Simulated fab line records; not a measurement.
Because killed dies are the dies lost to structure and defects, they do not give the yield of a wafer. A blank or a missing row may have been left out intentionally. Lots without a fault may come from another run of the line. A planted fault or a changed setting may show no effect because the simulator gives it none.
fab line records | flow n5Finfet
record lots=10 | wafers=30 | lastDay=16
route steps=1938 shown BEOL_M3@933 BEOL_M4@1111
lots untouched by any fault: they come from a run of this same line in which no faults occurred
startH: hours from the record's first day to the start of the lot's first wafer shown | waitH: hours since the lot's step before | " identical to the entry in the row above | L1.1+2: a row that stands for several wafers | - either no value or no given start | * or withheld: withheld | < > ~ a bound
route shown NAME@n: NAME is a module with steps in the file, n the number in the route of the first one | usual: mean and standard deviation over wafers with no fault | same: alike in all rows | chamber/n: place in a boat | sites: the reading at each site | _std_site: standard deviation across them | _edge_site: outer sites' mean less inner sites' | radiusMm: how far each site lies from the wafer's centre | mask NAME#n: copy n | behind: the tool/chamber that last shaped the wafer | hold: what put the lot on hold/how long, in hours/how the hold closed | device: names the non-switching transistor (n, p or np) | end of line: tests of these same wafers at the route's end | a step without rows: its recipe alone | killed: not the wafer's yield, but the dies lost to structure and defects at the first sort | map: a wafer's dies, x killed, . not, _ none there
set.NAME: the setting as run; set.NAME@STEP: as run at that earlier step | model.NAME: the simulator's own value behind a step, which no gauge read
the route's steps for a sample of lots (tables are steps, rows are wafers)
services: a tool's chamber out of use, with start hour (startH, from the record's first day; less than 0 if before it), hours out, and reason
## steps
# step N5_BEOL_M3_PECVD_72
# recipe material=SiO2 | targetThkA=160 | tempC=400 | precursor=TEOS/O2 | pressureTorr=5.5 | rfW=450 | teosFlowSccm=53.8 | gas=O2 | flowSccm=3000 | timeS=18
# usual heaterPowerW=752/120 | showerheadPlenumPTorr=8.81/0.06 | showerheadVppV=1298/40 | throttleValvePct=22.3/0.91
lot.wafer | tool     | chamber | startH | waitH | heaterPowerW | showerheadPlenumPTorr | showerheadVppV | sinceWetCleanH | throttleValvePct
L684.1    | pecvd-04 | 1       | 152.18 | 0.0   | 953          | 8.83                  | 1224           | 1581           | 21.9
L684.3    | "        | 0       | "      | "     | 688          | 8.75                  | 1317           | 856            | 23.0
L684.5    | "        | 1       | "      | "     | 944          | 8.83                  | 1229           | -              | 21.7
L686.1    | pecvd-01 | 0       | 170.70 | 0.0   | 845          | 8.77                  | 1347           | 1056           | 23.6
L686.4    | "        | 2       | "      | "     | 717          | 8.70                  | 1348           | -              | 21.6
L686.6    | "        | 0       | "      | "     | 854          | 8.77                  | 1325           | -              | 23.8
L687.1    | pecvd-03 | 2       | 175.50 | 0.0   | 695          | 8.78                  | 1316           | 432            | 21.9
L687.3    | "        | 1       | "      | "     | 635          | 8.87                  | 1298           | 1967           | 23.0
L687.6    | "        | 0       | "      | "     | 612          | 8.90                  | 1243           | -              | 22.3
L685.1    | pecvd-03 | 2       | 178.48 | 0.0   | 796          | 8.76                  | 1311           | 435            | 21.8
L685.3    | "        | 1       | "      | "     | 597          | 8.88                  | 1301           | 1970           | 23.1
L685.6    | "        | 0       | "      | "     | 680          | 8.89                  | 1245           | -              | 22.1
L691.3    | pecvd-04 | 1       | 196.98 | 0.0   | 873          | 8.82                  | 1233           | 1626           | 21.8
L691.5    | "        | 1       | "      | "     | 869          | 8.84                  | 1233           | -              | 21.8
L691.6    | "        | 0       | "      | "     | 639          | 8.76                  | 1362           | -              | 23.0
L693.1    | pecvd-01 | 2       | 209.53 | 0.0   | 710          | 8.68                  | 1326           | 341            | 21.5
L693.2    | "        | 1       | "      | "     | 920          | 8.77                  | 1286           | 1820           | 23.8
L693.4    | "        | 2       | "      | "     | 717          | 8.68                  | 1306           | -              | 21.4
L695.2    | pecvd-03 | 2       | 234.74 | 0.0   | 684          | 8.76                  | 1336           | 491            | 21.6
L695.3    | "        | 0       | "      | "     | 613          | 8.88                  | 1263           | 1301           | 22.1
L695.5    | "        | 0       | "      | "     | 630          | 8.91                  | 1249           | -              | 22.2
L697.1    | pecvd-04 | 2       | 237.80 | 0.0   | 860          | 8.80                  | 1361           | 172            | 20.8
L697.3    | "        | 0       | "      | "     | 661          | 8.76                  | 1346           | 942            | 22.9
L697.6    | "        | 2       | "      | "     | 829          | 8.81                  | 1351           | -              | 20.9
L700.1    | pecvd-03 | 1       | 260.18 | 0.0   | 629          | 8.87                  | 1280           | 2052           | 23.2
L700.4    | "        | 2       | "      | "     | 681          | 8.75                  | 1317           | -              | 22.0
L700.5    | "        | 0       | "      | "     | 652          | 8.89                  | 1234           | -              | 22.2
L702.1    | pecvd-03 | 1       | 272.90 | 0.0   | 652          | 8.88                  | 1310           | 2064           | 23.0
L702.3    | "        | 2       | "      | "     | 725          | 8.74                  | 1324           | -              | 22.0
L702.4    | "        | 1       | "      | "     | 664          | 8.89                  | 1294           | -              | 22.7
# step N5_BEOL_M3_HM_DEP_02
# recipe material=TiN | targetThkA=200 | tempC=25 | chamberPressurePa=0.49996
# usual throttleValvePct=29.7/1.3
lot.wafer | tool          | chamber | startH | waitH | throttleValvePct
L684.1    | pvdSputter-01 | -       | 153.69 | 1.5   | 28.9
L684.3    | "             | -       | "      | "     | 28.2
L684.5    | "             | -       | "      | "     | 29.3
L686.1    | pvdSputter-02 | -       | 174.16 | 3.4   | 29.7
L686.4    | "             | -       | "      | "     | 27.8
L686.6    | "             | -       | "      | "     | 29.9
L687.1    | pvdSputter-01 | -       | 177.63 | 2.1   | 31.0
L687.3    | "             | -       | "      | "     | 30.1
L687.6    | "             | -       | "      | "     | 29.3
L685.1    | pvdSputter-01 | -       | 179.43 | 0.9   | 30.2
L685.3    | "             | -       | "      | "     | 28.7
L685.6    | "             | -       | "      | "     | 31.0
L691.3    | pvdSputter-03 | -       | 197.42 | 0.4   | 31.5
L691.5    | "             | -       | "      | "     | 28.3
L691.6    | "             | -       | "      | "     | 31.6
L693.1    | pvdSputter-02 | -       | 211.02 | 1.5   | 30.1
L693.2    | "             | -       | "      | "     | 27.5
L693.4    | "             | -       | "      | "     | 29.5
L695.2    | pvdSputter-03 | -       | 236.60 | 1.8   | 27.9
L695.3    | "             | -       | "      | "     | 31.3
L695.5    | "             | -       | "      | "     | 29.7
L697.1    | pvdSputter-02 | -       | 238.19 | 0.4   | 29.7
L697.3    | "             | -       | "      | "     | 30.0
L697.6    | "             | -       | "      | "     | 29.5
L700.1    | pvdSputter-01 | -       | 262.41 | 2.2   | 30.0
L700.4    | "             | -       | "      | "     | 29.0
L700.5    | "             | -       | "      | "     | 30.7
L702.1    | pvdSputter-01 | -       | 274.09 | 1.2   | 29.1
L702.3    | "             | -       | "      | "     | 31.0
L702.4    | "             | -       | "      | "     | 28.3
# step N5_BEOL_M3_ETCH_74
# recipe chemistry=N2/H2 | target=underlayer | targetDepthA=65 | maskMaterial=CAR-EUV | timeS=5.2 | ionEnergyEv=200 | pressureMtorr=30 | sourceW=840 | biasW=150 | n2FlowSccm=200 | h2FlowSccm=200 | ends=cleared
# usual chamberPressureMTorr=30.00/0.04 | drypumpMotorCurrentA=5.6/0.57 | etchRfOnTimeS=5.17/0.088 | oesProductAu=0.67/0.076 | rfVppV=524/3.4 | showerheadPlenumPTorr=2.56/0.11 | throttleValvePct=17.80/0.21
lot.wafer | tool       | chamber | startH | waitH | chamberPressureMTorr | drypumpMotorCurrentA | etchRfOnTimeS | oesProductAu | rfHoursCounterH | rfVppV | showerheadPlenumPTorr | throttleValvePct
L684.1    | rieDiel-03 | 1       | 154.41 | 0.0   | 30.09                | 5.4                  | 5.19          | 0.63         | 167             | 528    | 2.64                  | 17.71
L684.3    | "          | 3       | "      | "     | 29.99                | 5.2                  | 5.13          | 0.67         | 116             | 520    | 2.36                  | 17.67
L684.5    | "          | 1       | "      | "     | 29.95                | 5.4                  | 5.16          | 0.64         | -               | 529    | 2.64                  | 17.69
L686.1    | rieDiel-01 | 2       | 174.71 | 0.0   | 29.99                | 6.4                  | 5.20          | 0.64         | 181             | 525    | 2.64                  | 18.27
L686.4    | "          | 1       | "      | "     | 30.01                | 5.8                  | 5.13          | 0.78         | -               | 528    | 2.70                  | 17.52
L686.6    | "          | 2       | "      | "     | 30.04                | 6.4                  | 5.18          | 0.63         | -               | 528    | 2.64                  | 18.32
L687.1    | rieDiel-03 | 2       | 178.18 | 0.0   | 30.02                | 5.2                  | 5.21          | 0.64         | 150             | 527    | 2.65                  | 17.70
L687.3    | "          | 3       | "      | "     | 29.94                | 5.2                  | 5.19          | 0.66         | 123             | 517    | 2.35                  | 17.68
L687.6    | "          | 3       | "      | "     | 30.02                | 5.2                  | 5.23          | 0.66         | -               | 519    | 2.35                  | 17.69
L685.1    | rieDiel-05 | 1       | 179.98 | 0.0   | 30.02                | 6.0                  | 5.30          | 0.57         | 250             | 523    | 2.51                  | 18.36
L685.3    | "          | 2       | "      | "     | 30.03                | 6.2                  | 5.28          | 0.61         | 173             | 519    | 2.43                  | 17.94
L685.6    | "          | 3       | "      | "     | 30.01                | 6.8                  | 5.20          | 0.66         | -               | 522    | 2.45                  | 17.86
L691.3    | rieDiel-03 | 0       | 198.09 | 0.0   | 30.01                | 5.4                  | 5.18          | 0.60         | 232             | 527    | 2.61                  | 17.88
L691.5    | "          | 0       | "      | "     | 30.04                | 5.4                  | 5.17          | 0.60         | -               | 525    | 2.61                  | 17.89
L691.6    | "          | 3       | "      | "     | 29.95                | 5.2                  | 5.15          | 0.64         | -               | 517    | 2.35                  | 17.68
L693.1    | rieDiel-03 | 3       | 212.20 | 0.0   | 30.01                | 5.2                  | 5.22          | 0.65         | 133             | 518    | 2.35                  | 17.69
L693.2    | "          | 2       | "      | "     | 29.96                | 5.1                  | 5.15          | 0.64         | 160             | 526    | 2.64                  | 17.74
L693.4    | "          | 1       | "      | "     | 29.96                | 5.5                  | 5.14          | 0.63         | 183             | 528    | 2.63                  | 17.76
L695.2    | rieDiel-01 | 3       | 237.15 | 0.0   | 30.00                | 4.9                  | 4.96          | 0.81         | 13              | 525    | 2.61                  | 17.47
L695.3    | "          | 0       | "      | "     | 29.97                | 6.0                  | 5.03          | 0.86         | 4               | 527    | 2.61                  | 17.70
L695.5    | "          | 0       | "      | "     | 29.97                | 6.0                  | 4.98          | 0.86         | -               | 524    | 2.61                  | 17.70
L697.1    | rieDiel-05 | 3       | 239.08 | 0.0   | 29.94                | 6.8                  | 5.12          | 0.65         | 165             | 521    | 2.44                  | 17.89
L697.3    | "          | 1       | "      | "     | 29.99                | 6.0                  | 5.15          | 0.80         | 11              | 522    | 2.51                  | 17.99
L697.6    | "          | 2       | "      | "     | 29.96                | 6.2                  | 5.31          | 0.58         | -               | 521    | 2.42                  | 17.93
L700.1    | rieDiel-05 | 0       | 262.96 | 0.0   | 30.03                | 4.7                  | 5.08          | 0.72         | 65              | 524    | 2.47                  | 17.58
L700.4    | "          | 1       | "      | "     | 30.01                | 6.0                  | 5.12          | 0.78         | 18              | 524    | 2.50                  | 17.99
L700.5    | "          | 0       | "      | "     | 29.98                | 4.7                  | 5.14          | 0.71         | -               | 521    | 2.47                  | 17.58
L702.1    | rieDiel-01 | 0       | 274.76 | 0.0   | 29.98                | 6.0                  | 5.02          | 0.82         | 17              | 523    | 2.61                  | 17.74
L702.3    | "          | 3       | "      | "     | 29.95                | 4.9                  | 5.02          | 0.78         | 26              | 525    | 2.60                  | 17.48
L702.4    | "          | 2       | "      | "     | 29.96                | 6.4                  | 5.11          | 0.63         | 210             | 525    | 2.63                  | 18.34
# step N5_BEOL_M3_COAT_67
# recipe resist=SOC | tempC=250 | timeS=60 | spinRpm=1500 | resistThkNm=60
# usual spinSpeedRpm=1499.8/0.92
lot.wafer | tool          | chamber | startH | waitH | spinSpeedRpm
L684.1    | lithoTrack-05 | 0       | 155.01 | 0.0   | 1501.8
L684.3    | "             | 0       | "      | "     | 1500.7
L684.5    | "             | 0       | "      | "     | 1500.4
L686.1    | lithoTrack-05 | 0       | 175.23 | 0.0   | 1363.0
L686.4    | "             | 0       | "      | "     | 1361.4
L686.6    | "             | 0       | "      | "     | 1361.7
L687.1    | lithoTrack-05 | 0       | 178.61 | 0.0   | 1362.1
L687.3    | "             | 0       | "      | "     | 1363.0
L687.6    | "             | 0       | "      | "     | 1361.7
L685.1    | lithoTrack-05 | 0       | 180.52 | 0.0   | 1359.7
L685.3    | "             | 0       | "      | "     | 1361.9
L685.6    | "             | 0       | "      | "     | 1361.0
L691.3    | lithoTrack-03 | 0       | 198.53 | 0.0   | 1499.0
L691.5    | "             | 0       | "      | "     | 1500.2
L691.6    | "             | 0       | "      | "     | 1499.6
L693.1    | lithoTrack-01 | 0       | 212.86 | 0.0   | 1499.6
L693.2    | "             | 0       | "      | "     | 1500.2
L693.4    | "             | 0       | "      | "     | 1499.5
L695.2    | lithoTrack-01 | 0       | 237.68 | 0.0   | 1499.1
L695.3    | "             | 0       | "      | "     | 1500.6
L695.5    | "             | 0       | "      | "     | 1501.4
L697.1    | lithoTrack-03 | 0       | 239.51 | 0.0   | 1499.9
L697.3    | "             | 0       | "      | "     | 1499.2
L697.6    | "             | 0       | "      | "     | 1499.8
L700.1    | lithoTrack-03 | 0       | 263.39 | 0.0   | 1500.5
L700.4    | "             | 0       | "      | "     | 1499.0
L700.5    | "             | 0       | "      | "     | 1499.5
L702.1    | lithoTrack-03 | 0       | 275.19 | 0.0   | 1499.4
L702.3    | "             | 0       | "      | "     | 1499.5
L702.4    | "             | 0       | "      | "     | 1500.4
# step N5_BEOL_M4_RC_MEAS_101
# usual DIBL_N=36.3/1 | DIBL_P=36.2/1.4 | IOFF_N=0.157/0.021 | IOFF_P=0.206/0.025 | ION_N=673/9 | ION_P=461/6.4 | SS_N=71.5/0.5 | SS_P=73.2/0.47 | VT_N=249.9/2.4 | VT_P=-250.6/2.9
lot.wafer | tool      | chamber | startH | waitH | DIBL_N[mV/V] | DIBL_P[mV/V] | IOFF_N[nA/um] | IOFF_P[nA/um] | ION_N[uA/um] | ION_P[uA/um] | SS_N[mV/dec] | SS_P[mV/dec] | VT_N[mV] | VT_P[mV]
L684.1    | prober-02 | 0       | 173.09 | 0.0   | 36.7         | 35.9         | 0.175         | 0.204         | 683          | 460          | 71.6         | 73.8         | 249.0    | -251.3
L684.3    | "         | 0       | "      | "     | 34.9         | 34.3         | 0.153         | 0.182         | 679          | 466          | 71.4         | 73.2         | 250.8    | -252.4
L684.5    | "         | 0       | "      | "     | 36.6         | 36.5         | 0.190         | 0.208         | 689          | 462          | 71.7         | 74.1         | 248.7    | -253.0
L686.1    | prober-02 | 0       | 199.64 | 0.0   | 36.7         | 37.4         | 0.170         | 0.224         | 669          | 464          | 72.4         | 73.5         | 247.3    | -249.1
L686.4    | "         | 0       | "      | "     | 35.1         | 36.1         | 0.145         | 0.196         | 665          | 456          | 71.5         | 73.2         | 251.9    | -252.0
L686.6    | "         | 0       | "      | "     | 35.3         | 36.2         | 0.144         | 0.196         | 661          | 458          | 70.9         | 73.4         | 251.8    | -252.4
L687.1    | prober-01 | 0       | 201.54 | 0.0   | 37.5         | 35.9         | 0.151         | 0.199         | 668          | 464          | 71.5         | 73.9         | 250.2    | -249.6
L687.3    | "         | 0       | "      | "     | 39.5         | 38.7         | 0.202         | 0.242         | 686          | 467          | 72.3         | 73.3         | 246.9    | -247.3
L687.6    | "         | 0       | "      | "     | 38.3         | 37.6         | 0.181         | 0.226         | 686          | 469          | 71.5         | 73.5         | 250.7    | -250.6
L685.1    | prober-01 | 0       | 203.23 | 0.0   | 35.1         | 35.5         | 0.132         | 0.191         | 675          | 465          | 70.5         | 72.7         | 252.1    | -252.4
L685.3    | "         | 0       | "      | "     | 36.8         | 37.4         | 0.159         | 0.221         | 679          | 471          | 71.0         | 73.3         | 246.7    | -248.8
L685.6    | "         | 0       | "      | "     | 36.6         | 37.1         | 0.158         | 0.216         | 679          | 464          | 71.9         | 72.9         | 248.5    | -251.5
L691.3    | prober-02 | 0       | 215.13 | 0.3   | 35.7         | 34.6         | 0.132         | 0.177         | 668          | 458          | 71.7         | 72.9         | 250.7    | -251.9
L691.5    | "         | 0       | "      | "     | 37.5         | 36.7         | 0.153         | 0.205         | 664          | 458          | 71.8         | 73.6         | 251.9    | -251.3
L691.6    | "         | 0       | "      | "     | 35.7         | 34.4         | 0.135         | 0.174         | 659          | 456          | 71.9         | 72.6         | 251.5    | -251.5
L693.1    | prober-02 | 0       | 237.13 | 0.0   | 37.0         | 37.4         | 0.161         | 0.206         | 671          | 460          | 71.6         | 73.0         | 253.7    | -251.2
L693.2    | "         | 0       | "      | "     | 37.3         | 37.7         | 0.164         | 0.208         | 668          | 455          | 72.2         | 73.4         | 250.5    | -253.6
L693.4    | "         | 0       | "      | "     | 37.2         | 38.3         | 0.170         | 0.222         | 687          | 462          | 72.1         | 72.6         | 247.8    | -251.6
L695.2    | prober-01 | 0       | 251.95 | 0.2   | 36.6         | 36.7         | 0.187         | 0.259         | 685          | 470          | 71.7         | 73.0         | 247.2    | -244.2
L695.3    | "         | 0       | "      | "     | 36.8         | 36.7         | 0.202         | 0.271         | 687          | 475          | 71.7         | 72.9         | 243.5    | -244.8
L695.5    | "         | 0       | "      | "     | 36.1         | 34.8         | 0.169         | 0.233         | 682          | 471          | 71.1         | 72.7         | 247.3    | -248.5
L697.1    | prober-01 | 0       | 255.63 | 0.0   | 36.5         | 35.7         | 0.142         | 0.199         | 665          | 454          | 71.3         | 73.1         | 250.0    | -250.1
L697.3    | "         | 0       | "      | "     | 38.0         | 37.5         | 0.169         | 0.228         | 666          | 463          | 71.4         | 73.5         | 249.7    | -248.1
L697.6    | "         | 0       | "      | "     | 36.4         | 35.4         | 0.138         | 0.196         | 658          | 456          | 71.1         | 73.1         | 250.6    | -253.0
L700.1    | prober-02 | 0       | 281.11 | 0.0   | 37.5         | 35.7         | 0.148         | 0.179         | 665          | 448          | 71.8         | 73.4         | 251.7    | -255.2
L700.4    | "         | 0       | "      | "     | 35.4         | 34.3         | 0.120         | 0.157         | 667          | 455          | 70.2         | 72.9         | 252.6    | -255.0
L700.5    | "         | 0       | "      | "     | 35.9         | 34.6         | 0.132         | 0.162         | 660          | 455          | 72.1         | 72.3         | 252.5    | -255.7
L702.1    | prober-01 | 0       | 289.16 | 0.0   | 35.8         | 34.6         | 0.141         | 0.206         | 679          | 470          | 71.0         | 73.2         | 250.3    | -247.9
L702.3    | "         | 0       | "      | "     | 36.5         | 34.8         | 0.147         | 0.210         | 665          | 463          | 71.5         | 72.5         | 248.9    | -246.2
L702.4    | "         | 0       | "      | "     | 35.6         | 34.3         | 0.142         | 0.208         | 681          | 472          | 71.0         | 72.6         | 250.8    | -247.9
## services
tool          | chamber | startH | hours | kind
rieDiel-01    | 3       | 132.83 | 3.4   | repair
pecvd-04      | -       | 133.61 | 0.5   | repair
rieDiel-03    | -       | 137.82 | 2.8   | pm
lithoTrack-03 | -       | 138.32 | -     | consumableReplace:filter
rieDiel-01    | 0       | 171.33 | 5.5   | repair
rieDiel-01    | 3       | 177.07 | -     | clean
rieDiel-01    | 3       | 177.07 | -     | consumableReplace:focusRing
rieDiel-01    | 3       | 177.07 | 20.5  | scheduledDown
rieDiel-01    | 3       | 177.07 | 20.5  | ventCycle
rieDiel-05    | 1       | 180.70 | -     | clean
rieDiel-05    | 1       | 180.70 | -     | consumableReplace:focusRing
rieDiel-05    | 1       | 180.70 | 22.6  | scheduledDown
pecvd-03      | -       | 182.57 | 0.5   | repair
pecvd-04      | -       | 197.88 | 0.6   | repair
rieDiel-01    | -       | 202.49 | 2.8   | pm
lithoTrack-05 | -       | 222.53 | -     | consumableReplace:filter
lithoTrack-03 | -       | 223.66 | -     | consumableReplace:filter
rieDiel-01    | 2       | 247.19 | 13.3  | repair
rieDiel-03    | 2       | 251.67 | 11.3  | repair
rieDiel-03    | 0       | 263.00 | -     | clean
rieDiel-03    | 0       | 263.00 | -     | consumableReplace:focusRing
rieDiel-03    | 0       | 263.00 | 18.7  | scheduledDown
rieDiel-03    | 0       | 263.00 | 18.7  | ventCycle
pecvd-03      | 0       | 267.79 | 5.5   | scheduledDown
## key
firstSign step=N5_BEOL_M3_COAT_67 | reading=spinSpeedRpm | direction=down | sigmas=99+ | usual=* | struck=*
effect none on later readings
metAt N5_BEOL_M3_COAT_67
struckLots L685,L686,L687
rowsEnd L685.1,L685.3,L685.6,L686.1,L686.4,L686.6
notActingAt N5_BEOL_M3_PECVD_72,N5_BEOL_M3_HM_DEP_02,N5_BEOL_M3_ETCH_74
onsetBetween 155.01 175.23
fault kind=processParameterDrift | tool=lithoTrack-05 | chamber=- | onsetH=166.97 | steps=N5_BEOL_M3_COAT_67 | channel=spinRpm | offset=* | shape=step | actsIn=* | stated=*
# rowsEnd: these wafers met a further fault down the route, and their rows from its step on are left out
